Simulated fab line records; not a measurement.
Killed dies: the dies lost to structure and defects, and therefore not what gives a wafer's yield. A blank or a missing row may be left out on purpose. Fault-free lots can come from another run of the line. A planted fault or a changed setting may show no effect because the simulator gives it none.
fab line records	flow n5Finfet
record: lots: 5	wafers: 15	lastDay: 19
route steps=1938 shown BEOL_M13@1688 PASSIVATION@1936
lots that met no fault: taken from a fault-free run of the same line
startH: hours from the record's opening day to when the first of the lot's shown wafers began	waitH: hours since the lot's step before	" the same as in the row above	L1.1+2: a row that stands for several wafers	- either no value or no given start	* or withheld: withheld	< > ~ a bound
route shown NAME@n: NAME is a module with steps in the file, n the number in the route of the first one	usual: mean/standard deviation of fault-free wafers	same: alike in all rows	chamber/n: place in a boat	sites: each site's reading	_std_site: the values' standard deviation	_edge_site: inner sites' mean taken away from outer sites' mean	radiusMm: how far each site lies from the wafer's centre	mask NAME#n: copy n	behind: tool/chamber where the wafer was last shaped	hold: why the lot was held/for how many hours/how that ended	device: the n, p or np transistor that did not switch	end of line: tests run on the same wafers once the route is complete	step lacking rows: just its recipe	killed: dies lost to structure and defects at the first sort, not the wafer's yield	map: dies across one wafer; x = killed, . = not, _ = none there
set.NAME: the setting that was run; set.NAME@STEP: the one run at that earlier step	model.NAME: the simulator's own value behind a step, which no gauge read
certain route steps with their lots: each step a table, each wafer a row
services: from which hour (startH, from the record's first day; less than 0 if before it) a tool's chamber was out of use, for how many hours, and why
== steps ==
step: N5_BEOL_M13_HARDBAKE_32
recipe: tempC: 130	timeS: 120
step: N5_BEOL_M13_CD_MEAS_28
recipe: targetCdNm: 209.5	landingEnergyEv: 500	detector: seInlens
usual: cdNm: 209.7/1.3
lot.wafer	tool	chamber	startH	waitH	cdNm
L551.2	cdSem-03	0	293.87	-	209.2
L551.3	"	0	"	"	208.5
L551.6	"	0	"	"	209.5
L550.1	cdSem-02	0	311.98	-	209.1
L550.3	"	0	"	"	210.4
L550.5	"	0	"	"	209.8
L555.2	cdSem-03	0	330.53	-	211.1
L555.3	"	0	"	"	209.6
L555.5	"	0	"	"	210.2
L566.3	cdSem-03	0	407.60	-	210.7
L566.4	"	0	"	"	209.7
L566.5	"	0	"	"	210.7
L571.1	cdSem-02	0	425.48	-	209.2
L571.3	"	0	"	"	208.3
L571.6	"	0	"	"	207.4
step: N5_BEOL_M13_OVL_MEAS_29
recipe: pointsPerWafer: 44
usual: M13_OVL: 5/6.2
lot.wafer	tool	chamber	startH	waitH	M13_OVL[nm]
L551.2	overlay-01	0	293.90	0.0	6
L551.3	"	0	"	"	-5
L551.6	"	0	"	"	11
L550.1	overlay-01	0	312.01	0.0	11
L550.3	"	0	"	"	11
L550.5	"	0	"	"	13
L555.2	overlay-01	0	330.56	0.0	4
L555.3	"	0	"	"	1
L555.5	"	0	"	"	2
L566.3	overlay-02	0	407.63	0.0	-3
L566.4	"	0	"	"	12
L566.5	"	0	"	"	3
L571.1	overlay-02	0	425.51	0.0	-2
L571.3	"	0	"	"	4
L571.6	"	0	"	"	-1
step: N5_BEOL_M13_INSPECT_30
recipe: mode: adi	inspectInstrument: macro
usual: rawDefectCount: 2.1/1.4
lot.wafer	tool	chamber	startH	waitH	rawDefectCount
L551.2	defectInspect-01	-	293.92	0.0	0
L551.3	"	-	"	"	2
L551.6	"	-	"	"	2
L550.1	defectInspect-02	-	312.04	0.0	1
L550.3	"	-	"	"	5
L550.5	"	-	"	"	1
L555.2	defectInspect-02	-	330.59	0.0	3
L555.3	"	-	"	"	2
L555.5	"	-	"	"	2
L566.3	defectInspect-01	-	407.65	0.0	2
L566.4	"	-	"	"	1
L566.5	"	-	"	"	1
L571.1	defectInspect-01	-	425.53	0.0	3
L571.3	"	-	"	"	2
L571.6	"	-	"	"	3
step: N5_BEOL_M13_DESCUM_33
recipe: chemistry: O2	timeS: 7.9	sourcePowerW: 50	biasPowerW: 20	pressureMtorr: 20	rfFrequencyHz: 2.712e+07	tempC: 40	o2FlowSccm: 225
usual: drypumpMotorCurrentA: 5.8/0.47	o2FlowSccm: 225.0/0.63	oesProductAu: 0.79/0.089	rfVppV: 242.8/1.5	showerheadPlenumPTorr: 2.07/0.09	throttleValvePct: 20.57/0.3
lot.wafer	tool	chamber	startH	waitH	drypumpMotorCurrentA	o2FlowSccm	oesProductAu	rfHoursCounterH	rfVppV	showerheadPlenumPTorr	throttleValvePct
L551.2	rieDiel-06	1	293.96	0.0	6.5	224.7	0.73	209	242.2	2.07	20.85
L551.3	"	3	"	"	6.0	225.0	0.68	231	241.6	1.97	20.65
L551.6	"	1	"	"	6.5	224.8	0.73	-	243.0	2.08	20.83
L550.1	rieDiel-06	0	312.20	0.2	5.3	224.8	0.72	168	240.0	1.91	20.76
L550.3	"	3	"	"	6.0	225.9	0.68	237	241.4	1.97	20.67
L550.5	"	1	"	"	6.4	226.9	0.72	-	243.5	2.07	20.84
L555.2	rieDiel-02	3	331.04	0.5	5.2	225.4	0.83	84	243.9	2.10	20.67
L555.3	"	1	"	"	6.6	226.0	0.81	71	245.1	2.21	20.36
L555.5	"	1	"	"	6.6	225.0	0.82	-	246.2	2.21	20.35
L566.3	rieDiel-06	3	407.77	0.1	6.0	225.3	0.95	10	245.1	2.22	20.45
L566.4	"	0	"	"	5.2	224.5	0.70	198	240.8	1.90	20.80
L566.5	"	2	"	"	6.1	224.8	0.82	-	243.0	2.11	20.65
L571.1	rieDiel-06	1	425.64	0.1	6.5	225.2	0.69	249	242.8	2.06	20.91
L571.3	"	2	"	"	6.1	225.2	0.82	90	243.8	2.11	20.67
L571.6	"	1	"	"	6.5	225.3	0.70	-	242.7	2.06	20.90
step: N5_BEOL_M13_ETCH_67
recipe: chemistry: CF4	target: SiARC	targetDepthA: 1430	timeS: 238.3	ionEnergyEv: 80	pressureMtorr: 40	sourceW: 545	biasW: 36	Ar_flow_sccm: 100	cf4FlowSccm: 100	ends: cleared
step: N5_BEOL_M13_ETCH_68
recipe: chemistry: N2/H2	target: SOC	maskMaterial: SiARC	sourceW: 3000	biasW: 350	tempC: 40	timeS: 355	ionEnergyEv: 200	pressureMtorr: 30	n2FlowSccm: 200	h2FlowSccm: 200
usual: biasW: 350.0/1.3	drypumpMotorCurrentA: 5.8/0.47	oesProductAu: 0.79/0.089	rfVppV: 523/3.2	showerheadPlenumPTorr: 2.51/0.11	throttleValvePct: 17.92/0.28
lot.wafer	tool	chamber	startH	waitH	biasW	drypumpMotorCurrentA	oesProductAu	rfHoursCounterH	rfVppV	showerheadPlenumPTorr	throttleValvePct
L551.2	rieDiel-06	1	294.14	0.1	351.7	6.5	0.73	209	524	2.50	18.12
L551.3	"	3	"	"	349.8	6.0	0.68	231	520	2.39	18.02
L551.6	"	1	"	"	351.1	6.5	0.73	-	523	2.50	18.12
L550.1	rieDiel-06	0	312.38	0.1	350.7	5.3	0.73	168	518	2.33	18.08
L550.3	"	3	"	"	351.6	6.0	0.67	237	521	2.39	18.04
L550.5	"	1	"	"	349.8	6.5	0.72	-	522	2.50	18.12
L555.2	rieDiel-02	3	331.23	0.1	350.0	5.2	0.83	84	525	2.57	18.15
L555.3	"	1	"	"	348.9	6.6	0.82	71	528	2.69	17.78
L555.5	"	1	"	"	348.5	6.6	0.82	-	526	2.69	17.79
L566.3	rieDiel-06	3	407.95	0.1	349.1	6.0	0.94	10	529	2.70	17.72
L566.4	"	0	"	"	349.3	5.3	0.71	198	519	2.32	18.12
L566.5	"	2	"	"	349.0	6.1	0.82	-	523	2.57	17.94
L571.1	rieDiel-06	1	425.82	0.1	351.6	6.5	0.69	249	522	2.49	18.19
L571.3	"	2	"	"	350.0	6.1	0.81	90	524	2.57	17.95
L571.6	"	1	"	"	350.2	6.5	0.70	-	522	2.49	18.18
step: N5_BEOL_M13_STRIP_69
recipe: chemistry: N2/H2	tempC: 40	n2FlowSccm: 200	h2FlowSccm: 200	rfFrequencyHz: 6e+07
step: N5_BEOL_M13_TRENCH_ETCH_34
recipe: chemistry: C4F8/O2/Ar	target: SiOC	targetDepthA: 4134.7	maskMaterial: SOC	pressureMtorr: 30	sourceW: 3000	biasW: 700	Ar_flow_sccm: 400	C4F8_flow_sccm: 15	O2_flow_sccm: 8	heInnerTorr: 15	heOuterTorr: 30	timeS: 162.6	ionEnergyEv: 250
step: N5_BEOL_M13_STRIP_70
recipe: chemistry: C4F8/O2/Ar	resist: SiARC	rfFrequencyHz: 6e+07
step: N5_BEOL_M13_OCD_MEAS_35
usual: trenchDepthNm: 411/5.9
lot.wafer	tool	chamber	startH	waitH	trenchDepthNm
L551.2	ocd-02	-	294.54	0.0	412
L551.3	"	-	"	"	403
L551.6	"	-	"	"	413
L550.1	ocd-01	-	312.77	0.0	405
L550.3	"	-	"	"	401
L550.5	"	-	"	"	404
L555.2	ocd-01	-	331.62	0.0	419
L555.3	"	-	"	"	417
L555.5	"	-	"	"	415
L566.3	ocd-02	-	408.35	0.0	416
L566.4	"	-	"	"	411
L566.5	"	-	"	"	410
L571.1	ocd-01	-	426.22	0.0	409
L571.3	"	-	"	"	411
L571.6	"	-	"	"	409
step: N5_BEOL_M13_STRIP_37
recipe: chemistry: N2/H2	powerW: 1000	tempC: 250	h2Frac: 0.65	overashFraction: 0.3	pressureMtorr: withheld	n2FlowSccm: 1750	h2FlowSccm: 3250
step: N5_BEOL_M13_ETCH_38
recipe: chemistry: CF4/N2	target: SiCN	targetDepthA: 675	taperDeg: 2	timeS: 71.9	ionEnergyEv: 150	maskMaterial: SiO2	pressureMtorr: 40	sourceW: 430	biasW: 70	Ar_flow_sccm: 100	cf4FlowSccm: 60	n2FlowSccm: 60
usual: biasW: 70.02/0.23	drypumpMotorCurrentA: 5.8/0.48	oesProductAu: 0.81/0.08	rfVppV: 382.3/2.5	showerheadPlenumPTorr: 2.20/0.092	throttleValvePct: 15.5/0.33
lot.wafer	tool	chamber	startH	waitH	biasW	drypumpMotorCurrentA	oesProductAu	rfHoursCounterH	rfVppV	showerheadPlenumPTorr	throttleValvePct	model.etch.depthNm	model.SiOC_of_BEOL_M13_ILD_DEP_00.thkNm
L551.2	rieDiel-06	3	295.25	-	70.13	6.0	0.68	231	378.7	2.09	15.8	55.81	793
L551.3	"	2	"	"	70.37	6.1	0.86	51	381.6	2.24	15.5	56.63	796.6
L551.6	"	0	"	"	70.21	5.3	0.74	-	377.2	2.02	15.7	58.4	800.6
L550.1	rieDiel-02	0	312.90	-	69.92	6.1	0.90	26	383.5	2.26	14.9	58.89	783
L550.3	"	2	"	"	70.14	5.3	0.76	160	380.6	2.12	15.5	57.4	775.6
L550.5	"	0	"	"	70.10	6.1	0.90	-	383.5	2.26	14.9	58.65	782
L555.2	rieDiel-02	2	332.23	-	69.89	5.3	0.76	165	379.4	2.11	15.5	58.53	793.6
L555.3	"	3	"	"	70.20	5.2	1.11	84	381.1	2.23	15.7	87.9	765
L555.5	"	0	"	"	69.88	6.2	0.90	-	382.5	2.26	14.9	59.78	801.6
L566.3	rieDiel-06	3	408.80	-	70.30	6.0	0.93	10	386.1	2.35	15.4	57.53	791.6
L566.4	"	2	"	"	69.84	6.1	0.82	84	384.6	2.23	15.6	56.41	788.2
L566.5	"	3	"	"	70.20	6.0	0.95	-	384.6	2.35	15.4	57.95	792.8
L571.1	rieDiel-06	3	430.82	-	70.40	6.0	0.92	17	384.8	2.35	15.4	57.99	783.8
L571.3	"	2	"	"	70.19	6.1	0.81	91	382.7	2.22	15.6	56.57	789.4
L571.6	"	0	"	"	70.01	5.2	0.72	-	377.2	2.01	15.8	58.11	794
step: N5_BEOL_M13_PRECLEAN_39
recipe: chemistry: residueRemover	timeS: 60	tempC: 40
step: N5_BEOL_M13_SRD_40
recipe: timeS: 30	tempC: 23	rinseLiquid: diw	dry: n2Spin	spinRpm: 1500	dryTimeS: 30
step: N5_BEOL_M13_DEGAS_41
recipe: ambient: vacuum	tempC: 250	timeS: 60
step: N5_BEOL_M13_PRE_CLEAN_42
recipe: gas: H2/He	timeS: 30	tempC: 250
usual: heaterPowerW: 317/35
lot.wafer	tool	chamber	startH	waitH	heaterPowerW
L551.2	pvdSputter-02	-	295.89	0.0	284
L551.3	"	-	"	"	328
L551.6	"	-	"	"	326
L550.1	pvdSputter-01	-	313.13	0.0	294
L550.3	"	-	"	"	347
L550.5	"	-	"	"	357
L555.2	pvdSputter-01	-	332.76	0.0	295
L555.3	"	-	"	"	314
L555.5	"	-	"	"	352
L566.3	pvdSputter-01	-	411.39	0.0	363
L566.4	"	-	"	"	358
L566.5	"	-	"	"	351
L571.1	pvdSputter-01	-	431.36	0.0	284
L571.3	"	-	"	"	326
L571.6	"	-	"	"	317
step: N5_BEOL_M13_SPUTTER_43
recipe: material: TaN	targetThkA: 150	tempC: 50	biasV: 168.6	powerW: 15000	chamberPressurePa: 0.12	timeS: 24.19
usual: throttleValvePct: 29.9/1.1
lot.wafer	tool	chamber	startH	waitH	throttleValvePct
L551.2	pvdSputter-02	-	295.93	0.0	31.9
L551.3	"	-	"	"	29.7
L551.6	"	-	"	"	29.6
L550.1	pvdSputter-01	-	313.17	0.0	31.3
L550.3	"	-	"	"	29.6
L550.5	"	-	"	"	29.3
L555.2	pvdSputter-01	-	332.80	0.0	31.1
L555.3	"	-	"	"	30.0
L555.5	"	-	"	"	29.7
L566.3	pvdSputter-01	-	411.43	0.0	27.9
L566.4	"	-	"	"	29.8
L566.5	"	-	"	"	29.6
L571.1	pvdSputter-01	-	431.40	0.0	30.9
L571.3	"	-	"	"	29.8
L571.6	"	-	"	"	30.1
step: N5_BEOL_M13_SPUTTER_44
recipe: material: Ta	targetThkA: 100	tempC: 50	biasV: 80	powerW: 15000	chamberPressurePa: 0.07	timeS: 16.13
step: N5_BEOL_M13_SPUTTER_45
recipe: material: Cu	targetThkA: 800	tempC: -20	biasV: 60	powerW: 26000	chamberPressurePa: 0.13	timeS: 13.33
usual: throttleValvePct: 29.8/1.1
lot.wafer	tool	chamber	startH	waitH	throttleValvePct
L551.2	pvdSputter-02	-	296.09	0.0	31.7
L551.3	"	-	"	"	29.4
L551.6	"	-	"	"	29.8
L550.1	pvdSputter-01	-	313.33	0.0	31.0
L550.3	"	-	"	"	29.3
L550.5	"	-	"	"	29.4
L555.2	pvdSputter-01	-	332.96	0.0	31.0
L555.3	"	-	"	"	30.2
L555.5	"	-	"	"	29.7
L566.3	pvdSputter-01	-	411.59	0.0	27.5
L566.4	"	-	"	"	29.8
L566.5	"	-	"	"	29.7
L571.1	pvdSputter-01	-	431.56	0.0	31.0
L571.3	"	-	"	"	30.1
L571.6	"	-	"	"	29.8
step: N5_BEOL_M13_ECD_47
recipe: material: Cu	targetThkA: 9360
step: N5_BEOL_M13_ANNEAL_48
recipe: tempC: 225	timeS: 90	ambient: N2
step: N5_BEOL_M13_CMP_49
recipe: stopOn: SiOC	tOverpolishS: 17.1	downForcePsi: 1	platenRpm: 50	clearingPlatenDownForcePsi: 1.5	clearingPlatenRpm: 50	postCmpClean: cuAlkaline	targetThkNm: 420	clearingPlatenPadVelocityMS: 0.99484	padVelocityMS: 0.99484
usual: barrierFieldEndpointS: 30.1/0.63	motorCurrentA: 6.1/0.59	overpolishRunS: 17.099/0.009
lot.wafer	tool	chamber	startH	waitH	barrierFieldEndpointS	motorCurrentA	overpolishRunS	model.SiOC_of_BEOL_M13_ILD_DEP_00.thkNm
L551.3	cmp-02	1	296.76	0.3	29.8	6.7	17.099	786.6
L551.2	"	2	"	"	31.0	7.0	17.116	783
L551.6	"	0	"	"	31.1	5.8	17.095	790.6
L550.3	cmp-02	3	313.96	0.2	30.5	7.5	17.087	765.6
L550.1	"	2	"	"	29.9	6.7	17.093	773
L550.5	"	3	"	"	30.7	7.5	17.085	772
L555.3	cmp-03	1	334.13	0.4	30.0	5.8	17.108	755
L555.2	"	2	"	"	30.8	5.5	17.103	783.6
L555.5	"	3	"	"	29.6	5.5	17.093	791.6
L566.3	cmp-02	2	412.25	0.2	31.0	6.7	17.097	781.6
L566.4	"	3	"	"	29.7	7.6	17.096	778.2
L566.5	"	1	"	"	29.0	6.7	17.106	782.8
L571.1	cmp-03	3	432.80	0.3	29.4	5.6	17.111	773.8
L571.3	"	1	"	"	29.3	6.0	17.081	779.4
L571.6	"	0	"	"	30.9	6.2	17.110	784
step: N5_BEOL_M13_THK_MEAS_50
recipe: thkMeasGauge: xrf	reads: Cu_of_BEOL_M13_ECD_47
usual: M13_THK: 418/7
lot.wafer	tool	chamber	startH	waitH	M13_THK[nm]
L551.2	filmMetro-01	-	296.98	-	419
L551.3	"	-	"	"	413
L551.6	"	-	"	"	422
L550.1	filmMetro-02	-	314.26	-	409
L550.3	"	-	"	"	402
L550.5	"	-	"	"	409
L555.2	filmMetro-02	-	334.35	-	424
L555.3	"	-	"	"	422
L555.5	"	-	"	"	423
L566.3	filmMetro-01	-	412.47	-	425
L566.4	"	-	"	"	417
L566.5	"	-	"	"	420
L571.1	filmMetro-01	-	433.09	-	421
L571.3	"	-	"	"	427
L571.6	"	-	"	"	422
step: N5_PASSIVATION_PROBE_49
usual: defectLimitedYield: 91.5/1.4	killed_at_M0_to_M3: 34/11	killed_at_M4_up: 15/6	killedAtContacts: 11/5.9	killedAtFrontEnd: 37/11	killedAtOther: 3.6/2.9	killedDies: 101/17	killedOpen: 66/12	killedShort: 33/7.8	sort_bin_5_function: 5.0/0.97	sort_bin_6_memory: 3.2/0.65	sortNPass: 1079/17	sortYieldPct: 91.4/1.4
same: grossDies: 1180	killedAtBackSide: 0	sort_bin_4_leakage[%]: 0	sort_bin_8_speed[%]: 0
lot.wafer	tool	chamber	startH	waitH	defectLimitedYield[%]	killed_at_M0_to_M3	killed_at_M4_up	killedAtContacts	killedAtFrontEnd	killedAtOther	killedDies	killedOpen	killedShort	sort_bin_5_function[%]	sort_bin_6_memory[%]	sortNPass	sortYieldPct[%]
L551.2	prober-01	-	327.67	0.1	90.0	59	9	12	27	11	118	70	45	5.2	4.6	1062	90.0
L551.3	prober-01	-	327.72	0.1	93.7	16	11	10	32	5	74	46	25	3.5	2.5	1106	93.7
L551.6	prober-01	-	327.87	0.3	92.2	28	10	16	30	8	92	58	34	4.1	3.5	1088	92.2
L550.1	prober-02	-	341.06	0.0	94.0	27	15	5	22	2	71	51	20	3.5	2.4	1109	94.0
L550.3	prober-02	-	341.16	0.1	90.8	33	14	11	50	0	108	63	45	5.3	3.3	1072	90.8
L550.5	prober-02	-	341.26	0.2	92.5	29	16	9	31	3	88	66	19	4.2	3.1	1092	92.5
L555.2	prober-01	-	363.71	0.5	91.9	33	23	9	29	1	95	62	33	4.7	3.1	1085	91.9
L555.3	prober-01	-	363.76	0.6	91.2	33	19	12	40	0	104	71	33	5.5	3.1	1076	91.2
L555.5	prober-01	-	363.86	0.7	91.1	34	11	19	41	0	105	66	36	5.3	3.4	1075	91.1
L566.3	prober-01	-	440.47	0.1	89.0	47	25	16	40	2	130	92	38	7.1	3.6	1050	89.0
L566.4	prober-01	-	440.52	0.2	90.6	40	24	20	26	1	111	89	22	5.8	3.5	1069	90.6
L566.5	prober-01	-	440.57	0.2	91.3	34	13	28	28	0	103	74	29	4.9	3.7	1077	91.3
killed by level:class
L551.2 BEOL_M0_SAQP:geometricParticle:short=18 BEOL_M0_SAQP:geometricParticle:open=16 BEOL_M1:geometricParticle:open=15 FIN_SAQP:geometricParticle:open=7 STI_FIN_REVEAL:geometricParticle:open=6 FIN_SAQP:geometricParticle:short=5 MOL_CONTACT_COAG:geometricParticle:short=5 MOL_CONTACT_COAG:geometricParticle:open=5
L551.3 STI_FIN_REVEAL:geometricParticle:open=9 STARTING-WAFER:geometricParticle:short=6 MOL_CONTACT_COAG:geometricParticle:open=6 BEOL_M1:geometricParticle:open=5 GATE_CUT:geometricParticle:short=4 BEOL_M2:geometricParticle:open=4 BEOL_M6:geometricParticle:open=4 MOL_CONTACT_COAG:geometricParticle:short=3
L551.6 MOL_CONTACT_COAG:geometricParticle:open=14 BEOL_M0_SAQP:geometricParticle:short=9 BEOL_M0_SAQP:geometricParticle:open=9 DUMMY_GATE:geometricParticle:open=8 GATE_CUT:geometricParticle:short=7 FIN_SAQP:geometricParticle:short=6 BEOL_M4:geometricParticle:open=5 BEOL_M1:geometricParticle:open=3
L550.1 BEOL_M3:geometricParticle:open=7 BEOL_M4:geometricParticle:open=6 BEOL_M1:geometricParticle:open=5 FIN_SAQP:geometricParticle:open=4 BEOL_M2:geometricParticle:open=4 BEOL_M0_SAQP:geometricParticle:open=4 BEOL_M0_SAQP:geometricParticle:short=4 BEOL_M5:geometricParticle:open=4
L550.3 STI_FIN_REVEAL:geometricParticle:open=11 MOL_CONTACT_COAG:geometricParticle:open=9 BEOL_M1:geometricParticle:short=9 FIN_SAQP:geometricParticle:open=7 BEOL_M4:geometricParticle:open=7 FIN_SAQP:geometricParticle:short=6 GATE_CUT:geometricParticle:short=6 DUMMY_GATE:geometricParticle:open=5
L550.5 BEOL_M2:geometricParticle:open=13 BEOL_M4:geometricParticle:open=10 STI_FIN_REVEAL:geometricParticle:open=9 BEOL_M1:geometricParticle:open=7 DUMMY_GATE:geometricParticle:open=6 FIN_SAQP:geometricParticle:short=4 MOL_CONTACT_COAG:geometricParticle:open=4 BEOL_M3:geometricParticle:open=3
L555.2 BEOL_M4:geometricParticle:open=11 BEOL_M0_SAQP:geometricParticle:short=10 BEOL_M0_SAQP:geometricParticle:open=10 MOL_CONTACT_COAG:geometricParticle:open=7 BEOL_M0:geometricParticle:open=6 FIN_SAQP:geometricParticle:open=5 BEOL_M5:geometricParticle:open=5 FIN_SAQP:geometricParticle:short=4
L555.3 FIN_SAQP:geometricParticle:open=15 BEOL_M0_SAQP:geometricParticle:open=14 MOL_CONTACT_COAG:geometricParticle:open=10 BEOL_M4:geometricParticle:open=9 FIN_SAQP:geometricParticle:short=8 BEOL_M0_SAQP:geometricParticle:short=8 GATE_CUT:geometricParticle:short=5 BEOL_M3:geometricParticle:open=4
L555.5 MOL_CONTACT_COAG:geometricParticle:open=13 BEOL_M0_SAQP:geometricParticle:short=10 STI_FIN_REVEAL:geometricParticle:open=9 BEOL_M0_SAQP:geometricParticle:open=8 FIN_SAQP:geometricParticle:open=6 BEOL_M3:geometricParticle:open=6 MOL_CONTACT_COAG:geometricParticle:short=5 STI_FIN_REVEAL:geometricParticle:short=4
L566.3 BEOL_M1:geometricParticle:open=14 STI_FIN_REVEAL:geometricParticle:open=12 MOL_CONTACT_COAG:geometricParticle:open=11 BEOL_M4:geometricParticle:open=8 BEOL_M0_SAQP:geometricParticle:short=7 BEOL_M2:geometricParticle:open=6 BEOL_M3:geometricParticle:open=6 BEOL_M7:geometricParticle:open=6
L566.4 MOL_CONTACT_COAG:geometricParticle:open=17 BEOL_M4:geometricParticle:open=14 BEOL_M2:geometricParticle:open=11 STI_FIN_REVEAL:geometricParticle:open=7 BEOL_M3:geometricParticle:open=7 BEOL_M0_SAQP:geometricParticle:short=5 BEOL_M0_SAQP:geometricParticle:open=5 BEOL_M1:geometricParticle:open=5
L566.5 MOL_CONTACT_COAG:geometricParticle:open=23 STI_FIN_REVEAL:geometricParticle:open=13 BEOL_M0_SAQP:geometricParticle:short=8 BEOL_M0_SAQP:geometricParticle:open=7 BEOL_M1:geometricParticle:open=6 MOL_CONTACT_COAG:geometricParticle:short=5 BEOL_M2:geometricParticle:open=5 BEOL_M4:geometricParticle:open=5
== services ==
tool	chamber	startH	hours	kind
cmp-03	-	273.08	2.2	repair
rieDiel-06	-	299.45	1.1	repair
cmp-02	-	331.91	3.7	repair
cmp-03	-	331.94	1.0	repair
cmp-03	-	334.66	2.1	repair
cmp-03	-	337.78	1.4	repair
cmp-03	-	342.91	4.0	pm
rieDiel-02	0	347.03	9.0	repair
rieDiel-06	3	352.48	-	clean
rieDiel-06	3	352.48	-	consumableReplace:focusRing
rieDiel-06	3	352.48	-	consumableReplace:showerhead
rieDiel-06	3	352.48	16.5	scheduledDown
rieDiel-06	3	352.48	16.5	ventCycle
rieDiel-06	1	354.73	9.2	repair
cmp-03	-	356.83	1.2	repair
cmp-02	-	357.00	0.5	repair
cmp-02	-	362.91	10.7	pm
cmp-03	-	366.82	1.3	repair
pvdSputter-02	-	382.94	2.5	repair
cmp-02	-	384.46	2.4	repair
rieDiel-06	1	426.85	-	clean
rieDiel-06	1	426.85	-	consumableReplace:focusRing
rieDiel-06	1	426.85	32.6	scheduledDown
rieDiel-06	1	426.85	32.6	ventCycle
== key ==
firstSign: step: N5_BEOL_M13_ETCH_38	reading: oesProductAu	direction: up	sigmas: 3.8	usual: 0.81	struck: 1.11
effect none on later readings
modelEffect: step: N5_BEOL_M13_ETCH_38	value: etch.depthNm	without: 58.48	struck: 87.9
modelEffect: step: N5_BEOL_M13_CMP_49	value: SiOC_of_BEOL_M13_ILD_DEP_00.thkNm	without: 779.6	struck: 755
metAt N5_BEOL_M13_ETCH_38
struckWafers L555.3
onsetBetween 312.90 332.23
fault: kind: processParameterDrift	tool: rieDiel-02	chamber: -	onsetH: 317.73	steps: N5_BEOL_M13_ETCH_38	channel: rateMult	offset: 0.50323	shape: step	endH: 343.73	scope: struckWafersOnly
